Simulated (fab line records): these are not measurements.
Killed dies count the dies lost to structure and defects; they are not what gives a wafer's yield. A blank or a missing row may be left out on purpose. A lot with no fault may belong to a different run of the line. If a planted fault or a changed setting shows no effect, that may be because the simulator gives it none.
fab line records	flow nand_harc
[record] lots = 24	wafers = 72	last_day = 25
route steps=1159 shown A_CONTACT@907 A_BLC@976
lots that met no fault: taken from a fault-free run of the same line
start_h: start of the lot's first displayed wafer, in hours after the record's first day	wait_h: hours since the lot's step before	" identical to the entry in the row above	L1.1+2: a row that stands for several wafers	- no value, or no start given	* or withheld: withheld	< > ~ a bound
route shown NAME@n: NAME is a module with steps in the file, n the number in the route of the first one	usual: average and standard deviation across the fault-free wafers	same: alike in all rows	chamber/n: place in a boat	sites: readings site by site	_std_site: the values' standard deviation	_edge_site: outer sites' mean less inner sites'	radius_mm: how far each site lies from the wafer's centre	mask NAME#n: copy n	behind: the most recent tool/chamber to have shaped the wafer	hold: cause of the lot's hold/its duration in hours/its outcome	device: names the non-switching transistor (n, p or np)	end of line: the tests these same wafers got at the end of their route	a step given without rows: its recipe and nothing more	killed: count of dies lost to structure and defects at first sort (not the wafer's yield)	map: a wafer's dies, marking killed ones x, the rest . and places with no die _
set.NAME: the setting as run; set.NAME@STEP: as run at that earlier step	model.NAME: the simulator's own value behind a step, which no gauge read
route steps across a sampled set of lots; one table per step, one row per wafer
services: a tool's chamber out of use, with start hour (start_h, from the record's first day; less than 0 if before it), hours out, and reason
[[steps]]
[step NHARC_A_CONTACT_ETCH_127]
[recipe] source_w = withheld	pressure_mtorr = 20	bias_v = 1200	time_s = 155	target_depth_a = 9560	ar_flow_sccm = withheld	c4f8_flow_sccm = withheld	o2_flow_sccm = withheld	chemistry = C4F8/O2/Ar
lot.wafer	tool	chamber	start_h	wait_h	rf_hours_counter_h
L074.2	har_cap_etch-02	0	388.08	0.2	11
L074.3	"	0	"	"	-
L074.4	"	1	"	"	-
L077.2	har_cap_etch-01	0	388.99	0.2	58
L077.4	"	1	"	"	-
L077.6	"	0	"	"	-
L075.2	har_cap_etch-02	0	392.89	0.2	12
L075.6	"	0	"	"	-
L075.5	"	1	"	"	-
L076.2	har_cap_etch-01	1	399.84	0.2	60
L076.3	"	0	"	"	-
L076.5	"	1	"	"	-
L078.2	har_cap_etch-02	0	402.27	0.1	14
L078.4	"	0	"	"	-
L078.3	"	1	"	"	-
L079.1	har_cap_etch-03	0	415.78	0.1	93
L079.3	"	0	"	"	-
L079.5	"	0	"	"	-
L081.1	har_cap_etch-01	0	418.41	0.1	63
L081.3	"	0	"	"	-
L081.5	"	0	"	"	-
L082.1	har_cap_etch-03	0	421.25	0.1	94
L082.4	"	0	"	"	-
L082.5	"	0	"	"	-
L080.2	har_cap_etch-01	1	423.73	0.1	64
L080.3	"	1	"	"	-
L080.6	"	0	"	"	-
L084.1	har_cap_etch-01	0	434.15	0.1	67
L084.2	"	1	"	"	67
L084.3	"	0	"	"	-
L083.1	har_cap_etch-03	1	435.06	0.1	97
L083.5	"	1	"	"	-
L083.6	"	0	"	"	-
L086.1	har_cap_etch-02	0	448.85	0.1	23
L086.2	"	1	"	"	23
L086.6	"	1	"	"	-
L085.1	har_cap_etch-03	0	449.23	0.1	100
L085.3	"	0	"	"	-
L085.6	"	0	"	"	-
L088.2	har_cap_etch-01	1	453.09	0.1	70
L088.1	"	0	"	"	70
L088.3	"	1	"	"	-
L087.2	har_cap_etch-01	1	458.48	0.1	72
L087.1	"	0	"	"	72
L087.4	"	0	"	"	-
L089.1	har_cap_etch-01	0	464.57	0.1	73
L089.3	"	1	"	"	-
L089.6	"	0	"	"	-
L094.1	har_cap_etch-01	0	479.82	0.2	75
L094.2	"	1	"	"	75
L094.3	"	1	"	"	-
L090.3	har_cap_etch-02	1	482.54	0.1	-
L090.4	"	0	"	"	-
L090.6	"	1	"	"	-
L095.2	har_cap_etch-02	1	486.33	0.1	30
L095.3	"	1	"	"	-
L095.6	"	0	"	"	-
L092.3	har_cap_etch-03	1	488.21	0.1	-
L092.6	"	1	"	"	-
L092.5	"	0	"	"	-
L091.3	har_cap_etch-02	1	494.22	0.1	-
L091.6	"	0	"	"	-
L091.5	"	1	"	"	-
L093.2	har_cap_etch-03	1	494.73	0.2	109
L093.3	"	0	"	"	-
L093.6	"	0	"	"	-
L096.1	har_cap_etch-02	1	499.66	0.1	33
L096.2	"	0	"	"	33
L096.3	"	0	"	"	-
L097.2	har_cap_etch-01	1	532.99	0.2	83
L097.3	"	0	"	"	-
L097.6	"	0	"	"	-
[step NHARC_A_CONTACT_OVL_MEAS_09]
[usual] overlay_x_nm = 0.0/0.79	overlay_y_nm = 0.3/0.83
lot.wafer	tool	chamber	start_h	wait_h	overlay_x_nm	overlay_y_nm
L074.2	overlay-01	-	393.10	-	-0.2	0.1
L074.3	"	-	"	"	0.6	0.4
L074.4	"	-	"	"	0.4	-0.1
L077.2	overlay-02	-	396.91	-	0.1	1.3
L077.4	"	-	"	"	-0.7	1.1
L077.6	"	-	"	"	-0.4	1.0
L075.2	overlay-01	-	398.28	-	1.0	-0.4
L075.5	"	-	"	"	0.2	-0.5
L075.6	"	-	"	"	1.0	-0.3
L076.2	overlay-02	-	404.69	-	1.7	0.0
L076.3	"	-	"	"	0.8	0.0
L076.5	"	-	"	"	2.1	0.8
L078.2	overlay-02	-	407.88	-	-1.2	-0.6
L078.3	"	-	"	"	-1.8	-0.5
L078.4	"	-	"	"	-1.2	-0.1
L079.1	overlay-02	-	420.63	-	-0.2	0.0
L079.3	"	-	"	"	-0.2	0.2
L079.5	"	-	"	"	-0.4	0.5
L081.1	overlay-02	-	423.39	-	0.5	2.0
L081.3	"	-	"	"	-0.4	2.1
L081.5	"	-	"	"	0.1	1.9
L082.1	overlay-02	-	426.64	-	-0.1	0.3
L082.4	"	-	"	"	-0.2	0.1
L082.5	"	-	"	"	-0.3	0.3
L080.2	overlay-01	-	428.96	-	-0.1	0.4
L080.3	"	-	"	"	0.4	-0.1
L080.6	"	-	"	"	-0.7	0.1
L084.1	overlay-01	-	440.81	-	2.1	-0.1
L084.2	"	-	"	"	1.8	-0.3
L084.3	"	-	"	"	1.8	0.2
L083.1	overlay-01	-	441.25	-	1.0	-0.8
L083.5	"	-	"	"	1.1	-1.0
L083.6	"	-	"	"	0.8	-0.4
L086.1	overlay-01	-	456.08	-	0.2	0.2
L086.2	"	-	"	"	0.2	0.0
L086.6	"	-	"	"	-0.2	0.2
L085.1	overlay-01	-	457.59	-	-0.3	0.9
L085.3	"	-	"	"	0.2	0.3
L085.6	"	-	"	"	-0.3	0.7
L088.1	overlay-02	-	458.73	-	0.8	-1.2
L088.2	"	-	"	"	0.4	-0.7
L088.3	"	-	"	"	0.2	-0.9
L087.1	overlay-02	-	463.44	-	0.7	1.5
L087.2	"	-	"	"	0.6	0.9
L087.4	"	-	"	"	0.1	0.9
L089.1	overlay-01	-	471.68	-	-0.6	-0.3
L089.3	"	-	"	"	-0.9	0.4
L089.6	"	-	"	"	-0.9	0.8
L094.1	overlay-01	-	487.70	-	0.4	0.7
L094.2	"	-	"	"	0.4	0.7
L094.3	"	-	"	"	0.0	0.6
L090.3	overlay-01	-	490.77	-	-0.7	0.3
L090.4	"	-	"	"	-0.3	0.4
L090.6	"	-	"	"	-0.4	0.6
L095.2	overlay-02	-	492.07	-	0.4	1.9
L095.3	"	-	"	"	0.7	1.5
L095.6	"	-	"	"	0.4	1.7
L092.3	overlay-01	-	495.41	-	0.4	1.6
L092.5	"	-	"	"	-0.4	1.4
L092.6	"	-	"	"	-0.4	1.5
L091.3	overlay-01	-	500.48	-	-1.1	0.6
L091.5	"	-	"	"	-0.6	1.0
L091.6	"	-	"	"	-0.1	0.6
L093.2	overlay-01	-	502.67	-	-0.8	0.6
L093.3	"	-	"	"	-0.5	0.2
L093.6	"	-	"	"	0.1	0.7
L096.1	overlay-01	-	504.35	-	0.0	-1.0
L096.2	"	-	"	"	-0.2	-1.1
L096.3	"	-	"	"	-0.5	-1.0
L097.2	overlay-01	-	540.29	-	-0.9	-1.2
L097.3	"	-	"	"	-1.1	-0.9
L097.6	"	-	"	"	-1.0	-1.5
[step NHARC_A_CONTACT_ETCH_139]
[recipe] source_w = withheld	pressure_mtorr = 20	bias_v = 400	time_s = 137	target_depth_a = 5900	ar_flow_sccm = withheld	c4f8_flow_sccm = 11.5	o2_flow_sccm = 7.2	chemistry = C4F8/O2/Ar
lot.wafer	tool	chamber	start_h	wait_h	rf_hours_counter_h
L074.2	har_cap_etch-01	1	395.11	0.1	59
L074.4	"	1	"	"	-
L074.3	"	0	"	"	-
L077.2	har_cap_etch-02	1	398.92	0.1	14
L077.4	"	1	"	"	-
L077.6	"	1	"	"	-
L075.2	har_cap_etch-03	0	400.06	0.1	90
L075.5	"	0	"	"	-
L075.6	"	1	"	"	-
L076.2	har_cap_etch-01	1	406.52	0.1	61
L076.3	"	0	"	"	-
L076.5	"	1	"	"	-
L078.2	har_cap_etch-03	1	409.85	0.1	92
L078.3	"	0	"	"	-
L078.4	"	1	"	"	-
L079.1	har_cap_etch-02	1	423.02	0.1	18
L079.3	"	1	"	"	-
L079.5	"	0	"	"	-
L081.1	har_cap_etch-03	1	425.83	0.1	95
L081.3	"	1	"	"	-
L081.5	"	1	"	"	-
L082.1	har_cap_etch-03	0	428.64	0.1	96
L082.4	"	1	"	"	-
L082.5	"	0	"	"	-
L080.2	har_cap_etch-02	0	430.94	0.1	20
L080.3	"	1	"	"	-
L080.6	"	1	"	"	-
L084.1	har_cap_etch-03	1	442.59	0.1	98
L084.2	"	0	"	"	98
L084.3	"	1	"	"	-
L083.1	har_cap_etch-02	0	443.39	0.1	22
L083.5	"	0	"	"	-
L083.6	"	1	"	"	-
L086.2	har_cap_etch-03	0	458.14	0.1	101
L086.1	"	1	"	"	101
L086.6	"	1	"	"	-
L085.1	har_cap_etch-03	1	459.66	0.2	102
L085.3	"	1	"	"	-
L085.6	"	1	"	"	-
L088.2	har_cap_etch-02	0	460.97	0.1	25
L088.1	"	1	"	"	25
L088.3	"	0	"	"	-
L087.2	har_cap_etch-03	0	465.53	0.1	103
L087.1	"	1	"	"	103
L087.4	"	1	"	"	-
L089.1	har_cap_etch-01	0	473.45	0.1	75
L089.3	"	1	"	"	-
L089.6	"	1	"	"	-
L094.2	har_cap_etch-01	1	489.73	0.1	78
L094.1	"	0	"	"	78
L094.3	"	0	"	"	-
L090.3	har_cap_etch-03	0	492.90	0.2	-
L090.4	"	1	"	"	-
L090.6	"	0	"	"	-
L095.2	har_cap_etch-01	0	493.95	0.1	79
L095.3	"	1	"	"	-
L095.6	"	0	"	"	-
L092.3	har_cap_etch-01	1	497.27	0.1	-
L092.6	"	1	"	"	-
L092.5	"	0	"	"	-
L091.3	har_cap_etch-03	1	502.64	0.2	-
L091.5	"	0	"	"	-
L091.6	"	1	"	"	-
L093.2	har_cap_etch-01	1	504.44	0.1	80
L093.3	"	1	"	"	-
L093.6	"	0	"	"	-
L096.1	har_cap_etch-02	0	506.14	0.1	35
L096.2	"	1	"	"	35
L096.3	"	0	"	"	-
L097.2	har_cap_etch-03	1	542.26	0.1	116
L097.3	"	1	"	"	-
L097.6	"	0	"	"	-
[step NHARC_A_CONTACT_ETCH_110]
[recipe] target_depth_a = 500	overetch_a = 50	time_s = 27.5	ion_energy_ev = 100	cf4_flow_sccm = 80	o2_flow_sccm = 20	ar_flow_sccm = 0	rf_w = 300	bias_w = 100	chemistry = CF4/O2
[usual] cf4_flow_sccm = 79.97/0.23	drypump_motor_current_A = 5.97/0.22	oes_ar_750_au = 1.000/0.0046	oes_product_au = 1.000/0.0081	rf_fwd_power_W = 296.1/1.5	rf_vpp_V = 197.7/1.4	showerhead_plenum_p_Torr = 1.33/0.057	throttle_valve_pct = 13.396/0.0092
lot.wafer	tool	chamber	start_h	wait_h	cf4_flow_sccm	drypump_motor_current_A	oes_ar_750_au	oes_product_au	rf_fwd_power_W	rf_hours_counter_h	rf_vpp_V	showerhead_plenum_p_Torr	throttle_valve_pct
L074.3	rie_diel-02	1	396.09	0.0	79.84	6.23	0.998	1.012	296.2	11	200.3	1.41	13.404
L074.2	"	2	"	"	80.03	6.10	1.011	1.004	296.0	11	196.2	1.29	13.381
L074.4	"	0	"	"	80.11	6.02	0.999	1.004	295.9	8	197.5	1.31	13.390
L077.4	rie_diel-02	3	399.85	0.1	79.86	5.95	1.005	0.992	293.3	11	198.0	1.29	13.403
L077.2	"	0	"	"	80.00	5.99	1.003	1.014	295.8	9	198.2	1.31	13.369
L077.6	"	2	"	"	80.07	6.09	1.001	1.011	294.7	-	196.5	1.29	13.387
L075.2	rie_diel-12	0	401.03	0.1	80.16	6.13	0.998	0.994	297.6	3	197.8	1.33	13.391
L075.6	"	3	"	"	79.55	6.20	0.999	0.998	296.8	-	199.5	1.39	13.394
L075.5	"	0	"	"	79.96	6.13	1.001	0.986	298.2	-	197.5	1.33	13.418
L076.2	rie_diel-02	3	407.64	0.1	79.99	5.96	0.995	0.986	294.0	12	197.1	1.29	13.396
L076.3	"	2	"	"	79.32	6.08	0.997	1.015	294.3	13	197.6	1.29	13.397
L076.5	"	3	"	"	79.78	5.96	0.998	0.993	295.5	-	195.9	1.28	13.401
L078.3	rie_diel-12	3	410.79	0.1	79.72	6.21	0.998	1.000	297.8	6	198.5	1.39	13.410
L078.2	"	2	"	"	79.96	5.57	1.005	0.994	295.5	6	196.1	1.32	13.407
L078.4	"	2	"	"	80.50	5.55	0.998	1.002	294.7	-	199.3	1.32	13.399
L079.1	rie_diel-02	1	424.43	0.1	79.75	6.23	0.998	1.009	296.9	17	198.8	1.41	13.392
L079.3	"	3	"	"	79.83	5.98	0.997	0.988	294.7	-	196.3	1.28	13.409
L079.5	"	1	"	"	79.82	6.24	0.997	1.003	297.4	-	199.7	1.41	13.406
L081.1	rie_diel-12	0	427.18	0.3	79.92	6.07	1.004	1.004	297.7	13	196.9	1.33	13.367
L081.3	"	2	"	"	79.87	5.58	0.996	0.986	294.5	12	197.5	1.31	13.401
L081.5	"	1	"	"	79.73	5.78	0.999	1.005	293.8	-	195.7	1.25	13.413
L082.1	rie_diel-12	3	429.65	0.1	79.63	6.16	0.994	1.008	298.7	15	199.3	1.39	13.396
L082.4	"	0	"	"	79.92	6.12	0.994	0.993	297.0	14	198.6	1.33	13.397
L082.5	"	3	"	"	79.62	6.19	0.995	0.995	297.5	-	198.9	1.38	13.387
L080.3	rie_diel-02	2	431.94	0.1	79.72	6.01	0.999	1.001	296.5	16	196.9	1.29	13.404
L080.2	"	0	"	"	80.02	6.03	1.009	1.003	297.4	14	197.2	1.31	13.389
L080.6	"	2	"	"	79.95	6.05	0.999	0.999	294.8	-	196.3	1.29	13.391
L084.3	rie_diel-01	0	444.10	0.1	79.92	5.72	0.997	0.996	296.1	48	195.9	1.24	13.395
L084.2	"	1	"	"	79.83	6.10	1.010	1.005	296.3	47	198.7	1.38	13.399
L084.1	"	2	"	"	79.91	5.69	0.994	1.003	294.7	51	197.1	1.24	13.402
L083.1	rie_diel-02	1	444.51	0.1	80.19	6.23	0.995	1.013	297.8	21	199.6	1.40	13.403
L083.6	"	2	"	"	79.97	6.02	0.995	1.008	295.7	-	196.9	1.29	13.398
L083.5	"	0	"	"	80.00	5.99	1.006	1.009	296.3	-	197.2	1.31	13.391
L086.1	rie_diel-01	0	459.49	0.1	80.37	5.68	0.996	1.000	294.6	54	195.7	1.24	13.392
L086.2	"	2	"	"	80.06	5.73	1.004	0.997	292.6	56	195.5	1.24	13.407
L086.6	"	0	"	"	80.05	5.72	0.999	1.002	295.1	-	196.4	1.24	13.392
L085.1	rie_diel-02	3	460.68	0.0	80.51	5.94	0.999	0.974	294.3	20	197.2	1.28	13.384
L085.3	"	0	"	"	80.07	6.04	1.005	0.996	295.8	21	198.9	1.31	13.389
L085.6	"	3	"	"	80.25	5.96	1.000	0.991	295.1	-	197.2	1.28	13.402
L088.1	rie_diel-02	3	461.89	0.1	79.80	6.00	0.999	0.984	294.5	20	197.1	1.28	13.396
L088.3	"	0	"	"	79.87	6.02	0.999	1.001	298.0	21	197.1	1.31	13.377
L088.2	"	1	"	"	80.10	6.22	1.007	0.998	297.8	25	199.9	1.40	13.404
L087.2	rie_diel-01	2	466.53	0.1	79.63	5.70	0.994	1.002	294.4	59	195.7	1.24	13.398
L087.1	"	0	"	"	80.26	5.70	0.999	1.005	296.4	56	196.5	1.24	13.401
L087.4	"	1	"	"	80.28	6.08	1.005	0.993	295.9	54	197.3	1.38	13.400
L089.3	rie_diel-12	0	474.37	0.1	80.19	6.13	0.997	1.004	297.3	29	197.0	1.33	13.396
L089.1	"	2	"	"	79.75	5.58	0.999	0.992	294.6	27	197.5	1.31	13.395
L089.6	"	3	"	"	79.97	6.18	1.003	1.001	296.2	-	200.5	1.38	13.385
L094.3	rie_diel-02	1	490.72	0.0	79.65	6.22	1.007	1.005	297.2	32	200.5	1.40	13.404
L094.1	"	3	"	"	80.24	5.96	0.999	0.987	294.8	26	197.0	1.28	13.389
L094.2	"	0	"	"	80.05	6.00	1.000	1.003	294.2	27	197.6	1.31	13.377
L090.3	rie_diel-12	1	493.84	0.1	79.89	5.77	0.994	0.998	294.6	30	196.2	1.24	13.415
L090.4	"	2	"	"	80.13	5.57	1.001	1.003	294.8	34	197.4	1.31	13.395
L090.6	"	1	"	"	80.02	5.79	0.997	0.991	295.4	-	196.5	1.24	13.397
L095.3	rie_diel-12	2	494.94	0.1	79.92	5.56	1.008	0.992	294.3	34	198.6	1.31	13.397
L095.2	"	3	"	"	79.88	6.22	1.002	1.007	297.0	35	198.4	1.38	13.395
L095.6	"	1	"	"	79.79	5.79	1.002	0.998	297.1	-	196.3	1.24	13.385
L092.3	rie_diel-02	3	498.35	0.3	80.04	5.97	1.000	0.997	293.4	28	195.7	1.28	13.404
L092.5	"	1	"	"	79.65	6.22	1.000	0.994	298.1	-	198.2	1.40	13.402
L092.6	"	2	"	"	80.30	6.04	1.001	1.003	296.5	-	195.9	1.29	13.408
L091.3	rie_diel-02	2	503.52	0.1	80.06	6.06	1.002	1.004	296.0	32	196.3	1.29	13.416
L091.6	"	0	"	"	80.23	6.02	0.988	1.002	296.6	-	197.4	1.31	13.403
L091.5	"	1	"	"	80.13	6.23	0.997	0.988	298.4	-	198.8	1.40	13.415
L093.3	rie_diel-12	3	505.58	0.1	79.54	6.19	1.005	1.003	297.6	38	200.6	1.38	13.393
L093.2	"	0	"	"	80.18	6.12	0.996	0.997	297.4	39	196.6	1.32	13.394
L093.6	"	2	"	"	79.77	5.57	1.007	0.993	294.3	-	196.7	1.31	13.392
L096.1	rie_diel-12	2	507.09	0.1	80.04	5.57	1.004	1.004	294.4	37	197.4	1.31	13.388
L096.2	"	0	"	"	80.30	6.11	0.998	0.996	296.7	39	196.7	1.32	13.396
L096.3	"	1	"	"	80.13	5.79	1.005	0.995	294.5	34	195.4	1.24	13.398
L097.2	rie_diel-01	3	543.14	0.0	80.22	5.54	0.999	1.012	297.5	15	199.4	1.41	13.409
L097.3	"	2	"	"	80.13	5.71	0.993	1.012	292.7	15	198.6	1.44	13.407
L097.6	"	3	"	"	80.78	5.59	0.995	1.007	297.5	-	200.5	1.41	13.383
[step NHARC_A_BLC_INSPECT_12]
[usual] raw_defect_count = 29/12
lot.wafer	tool	chamber	start_h	wait_h	raw_defect_count
L074.2	defect_inspect-02	-	407.66	0.0	19
L074.3	"	-	"	"	9
L074.4	"	-	"	"	14
L077.2	defect_inspect-02	-	408.28	0.0	26
L077.4	"	-	"	"	14
L077.6	"	-	"	"	26
L075.2	defect_inspect-01	-	409.17	0.0	18
L075.5	"	-	"	"	22
L075.6	"	-	"	"	30
L076.2	defect_inspect-02	-	415.74	0.0	44
L076.3	"	-	"	"	40
L076.5	"	-	"	"	26
L078.2	defect_inspect-02	-	416.93	0.0	24
L078.3	"	-	"	"	12
L078.4	"	-	"	"	27
L079.1	defect_inspect-01	-	427.83	0.1	26
L079.3	"	-	"	"	22
L079.5	"	-	"	"	22
L081.1	defect_inspect-02	-	429.84	0.0	31
L081.3	"	-	"	"	34
L081.5	"	-	"	"	38
L082.1	defect_inspect-02	-	436.42	0.0	27
L082.4	"	-	"	"	28
L082.5	"	-	"	"	20
L080.2	defect_inspect-01	-	437.59	0.0	19
L080.3	"	-	"	"	23
L080.6	"	-	"	"	22
L084.1	defect_inspect-01	-	446.88	0.0	11
L084.2	"	-	"	"	8
L084.3	"	-	"	"	10
L083.1	defect_inspect-02	-	448.04	0.0	35
L083.5	"	-	"	"	23
L083.6	"	-	"	"	27
L086.1	defect_inspect-02	-	462.23	0.0	41
L086.2	"	-	"	"	46
L086.6	"	-	"	"	39
L085.1	defect_inspect-01	-	467.36	0.0	23
L085.3	"	-	"	"	26
L085.6	"	-	"	"	36
L088.1	defect_inspect-01	-	468.06	0.1	14
L088.2	"	-	"	"	21
L088.3	"	-	"	"	14
L087.1	defect_inspect-02	-	469.32	0.0	30
L087.2	"	-	"	"	24
L087.4	"	-	"	"	25
L089.1	defect_inspect-02	-	484.51	0.0	30
L089.3	"	-	"	"	26
L089.6	"	-	"	"	22
L094.1	defect_inspect-01	-	493.88	0.0	33
L094.2	"	-	"	"	37
L094.3	"	-	"	"	33
L090.3	defect_inspect-01	-	497.09	0.0	36
L090.4	"	-	"	"	47
L090.6	"	-	"	"	52
L095.2	defect_inspect-02	-	497.76	0.0	28
L095.3	"	-	"	"	37
L095.6	"	-	"	"	24
L092.3	defect_inspect-02	-	501.10	0.0	39
L092.5	"	-	"	"	43
L092.6	"	-	"	"	57
L091.3	defect_inspect-01	-	509.43	0.0	69
L091.5	"	-	"	"	54
L091.6	"	-	"	"	45
L093.2	defect_inspect-02	-	510.31	0.0	38
L093.3	"	-	"	"	45
L093.6	"	-	"	"	57
L096.1	defect_inspect-01	-	510.70	0.0	19
L096.2	"	-	"	"	14
L096.3	"	-	"	"	12
L097.2	defect_inspect-02	-	548.89	0.0	16
L097.3	"	-	"	"	26
L097.6	"	-	"	"	26
[step NHARC_A_BLC_CMP_25]
[recipe] t_overpolish_s = 30	target_thk_nm = 150
[usual] edge_zone_pressure_frac = 1.001/0.005	motor_current_A = 12.7/1.1	overpolish_run_s = 30.000/0.0081	time_to_endpoint_s = 30.3/2.5
lot.wafer	tool	chamber	start_h	wait_h	edge_zone_pressure_frac	motor_current_A	overpolish_run_s	time_to_endpoint_s
L074.2	cmp-04	2	415.06	0.4	0.999	15.2	29.993	30.2
L074.3	"	3	"	"	1.000	15.0	30.007	33.4
L074.4	"	0	"	"	1.005	10.5	30.000	31.0
L077.2	cmp-02	1	415.22	0.4	1.001	12.2	29.993	32.1
L077.4	"	0	"	"	1.009	12.3	30.002	32.6
L077.6	"	2	"	"	1.005	13.1	30.006	30.6
L075.2	cmp-03	0	415.53	0.5	0.996	12.8	30.002	29.4
L075.6	"	3	"	"	1.005	14.5	29.998	28.2
L075.5	"	0	"	"	0.997	12.8	30.010	27.5
L076.2	cmp-04	2	420.92	0.5	0.996	14.2	30.001	29.7
L076.3	"	0	"	"	1.008	10.4	30.002	31.7
L076.5	"	2	"	"	0.999	14.4	29.990	33.0
L078.3	cmp-02	3	421.18	0.3	1.004	12.3	30.004	33.5
L078.2	"	0	"	"	0.999	13.3	30.007	33.0
L078.4	"	1	"	"	1.002	12.7	29.994	32.6
L079.3	cmp-02	0	434.74	0.3	1.003	12.4	30.008	29.7
L079.1	"	1	"	"	1.001	12.8	30.019	33.1
L079.5	"	0	"	"	0.998	12.8	30.008	31.5
L081.3	cmp-02	0	435.91	0.3	1.002	13.0	29.998	33.3
L081.1	"	1	"	"	1.003	12.4	29.996	34.5
L081.5	"	3	"	"	1.000	12.7	30.001	36.3
L082.1	cmp-03	1	440.17	0.5	1.005	11.5	29.991	29.9
L082.4	"	3	"	"	1.002	14.7	30.010	28.9
L082.5	"	1	"	"	1.009	11.5	29.999	30.7
L080.2	cmp-02	0	440.58	0.4	0.999	13.0	30.004	30.0
L080.3	"	2	"	"	1.002	12.5	30.003	28.3
L080.6	"	0	"	"	1.001	12.8	29.994	29.3
L084.2	cmp-04	3	451.57	0.4	1.008	14.9	29.999	30.2
L084.1	"	0	"	"	1.010	10.8	29.990	30.0
L084.3	"	1	"	"	1.000	12.4	30.011	30.3
L083.1	cmp-02	0	453.94	0.5	1.004	12.9	30.010	28.1
L083.5	"	1	"	"	0.998	12.3	29.993	28.2
L083.6	"	2	"	"	1.003	12.6	29.993	29.2
L086.1	cmp-03	3	466.70	0.5	0.999	14.6	30.000	27.6
L086.2	"	1	"	"	1.003	11.4	30.008	27.3
L086.6	"	0	"	"	0.991	12.8	29.997	24.5
L085.1	cmp-02	1	472.68	0.5	1.005	11.8	29.995	28.7
L085.3	"	0	"	"	1.004	12.8	29.998	33.6
L085.6	"	2	"	"	0.995	12.4	30.017	29.2
L088.2	cmp-02	0	473.07	0.4	1.006	13.1	29.995	29.4
L088.1	"	2	"	"	1.006	13.1	29.995	26.6
L088.3	"	3	"	"	1.006	12.5	29.976	32.7
L087.1	cmp-04	3	482.28	0.5	0.998	14.4	29.996	29.0
L087.4	"	1	"	"	1.002	11.7	29.996	28.0
L087.2	"	2	"	"	1.000	14.2	29.993	28.4
L089.1	cmp-02	0	491.38	0.5	0.996	12.7	30.016	28.7
L089.3	"	2	"	"	0.999	12.7	30.002	26.8
L089.6	"	0	"	"	0.993	13.2	29.993	27.8
L094.2	cmp-02	0	496.51	0.4	1.004	12.7	29.982	27.7
L094.3	"	1	"	"	1.005	12.3	29.998	30.4
L094.1	"	2	"	"	0.997	12.9	30.010	25.5
L090.3	cmp-02	1	499.72	0.2	1.002	12.4	30.001	30.0
L090.4	"	0	"	"	0.999	13.4	29.995	30.0
L090.6	"	1	"	"	1.005	12.2	30.003	32.0
L095.3	cmp-03	0	500.49	0.4	0.998	11.8	29.997	25.8
L095.2	"	1	"	"	0.997	11.8	30.009	33.6
L095.6	"	3	"	"	1.005	14.0	30.003	28.6
L092.3	cmp-02	3	507.94	0.2	0.996	12.7	29.989	32.2
L092.6	"	3	"	"	1.000	12.7	29.999	29.4
L092.5	"	0	"	"	0.993	13.3	29.994	25.4
L091.3	cmp-02	1	514.78	0.3	1.009	12.2	30.002	33.5
L091.6	"	0	"	"	1.004	13.3	30.000	32.5
L091.5	"	1	"	"	0.997	12.1	29.985	34.4
L093.2	cmp-02	2	519.47	0.4	1.001	13.0	29.995	27.3
L093.3	"	3	"	"	1.001	12.5	29.996	30.4
L093.6	"	2	"	"	1.008	11.9	29.998	26.0
L096.2	cmp-03	1	519.93	0.4	0.994	12.0	29.997	30.1
L096.1	"	2	"	"	0.996	9.8	29.982	30.7
L096.3	"	3	"	"	1.000	14.0	29.994	28.5
L097.3	cmp-02	0	554.82	0.5	0.996	13.4	30.011	30.0
L097.2	"	3	"	"	1.003	13.5	29.997	30.9
L097.6	"	1	"	"	1.004	12.1	30.001	30.7
[[services]]
tool	chamber	start_h	hours	kind
rie_diel-12	-	380.36	9.0	pm
cmp-02	-	393.90	2.7	repair
cmp-04	-	400.92	4.0	pm
rie_diel-12	1	404.57	12.5	repair
rie_diel-02	2	421.46	9.2	repair
rie_diel-02	3	431.41	25.1	repair
cmp-02	-	433.16	-	consumable_replace:conditioner
cmp-02	-	433.16	-	consumable_replace:pad
cmp-03	-	450.12	4.0	pm
cmp-03	-	460.71	2.4	repair
rie_diel-01	-	465.37	0.4	repair
rie_diel-12	-	477.69	0.4	repair
cmp-03	-	480.31	0.5	repair
rie_diel-01	1	482.87	4.4	repair
rie_diel-01	-	491.82	9.0	pm
cmp-03	-	495.27	3.3	repair
cmp-04	-	498.92	4.0	pm
rie_diel-02	-	504.83	9.0	pm
cmp-04	-	518.80	1.2	repair
cmp-02	-	527.16	4.0	pm
har_cap_etch-03	-	545.00	17.0	pm
har_cap_etch-03	0	545.00	17.0	vent_cycle
har_cap_etch-03	1	545.00	17.0	vent_cycle
cmp-03	-	548.12	4.0	pm
[[key]]
fault none
